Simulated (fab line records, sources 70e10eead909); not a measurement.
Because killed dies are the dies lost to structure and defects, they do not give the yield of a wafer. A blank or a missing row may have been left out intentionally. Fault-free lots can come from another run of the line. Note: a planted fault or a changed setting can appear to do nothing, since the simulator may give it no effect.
Matching of chambers -- flow nand harc -- NHARC_P_ZERO_WELL_ETCH_65 on rie diel-13: 4 sister chambers
The step etches the open film in N2/H2, target depth 80 nm, overetch 24 nm, time 87.88 s. 8 wafers are shown with their chamber, then 9 later ones without.

## EACH WAFER AND ITS CHAMBER
wafer,chamber,drypump motor current A (A),showerhead plenum p Torr (Torr)
L083.2,1,6.1,2.21
L083.4,2,5.5,2.20
L083.5,2,5.5,2.20
L085.5,0,6.3,1.93
L085.6,3,5.1,2.16
L086.1,0,6.3,1.93
L086.2,3,5.2,2.16
L086.4,1,6.1,2.20

## WAFERS WITHOUT THEIR CHAMBER
wafer,drypump motor current A (A),showerhead plenum p Torr (Torr)
L087.2,5.2,2.16
L087.4,6.1,2.20
L087.6,6.3,1.93
L094.2,6.2,2.19
L094.5,5.5,2.19
L094.6,6.2,2.20
L095.2,5.5,2.19
L095.3,6.1,2.19
L095.6,6.1,2.19

## EACH ONE'S CHAMBER
wafer,from the rows above,in truth
L087.2,3,3
L087.4,1,1
L087.6,0,0
L094.2,1,1
L094.5,2,2
L094.6,1,1
L095.2,2,2
L095.3,1,1
L095.6,1,1
Correctly placed: 9 of 9. Can't be placed from these rows: 0. Number placed wrongly: 0.
How it was worked out, from the rows above alone: a wafer's distance from a chamber is the root of the sum, over the readings, of the square of ((its reading less the chamber's mean) divided by the reading's scatter). If the next closest chamber is less than 2 further off than the closest, the wafer can't be placed; otherwise it belongs to the closest. A chamber's mean is the mean of its shown wafers. The scatter: the root of (the sum of the squares of (reading less its chamber's mean) over the shown wafers, divided by (wafers less chambers)).
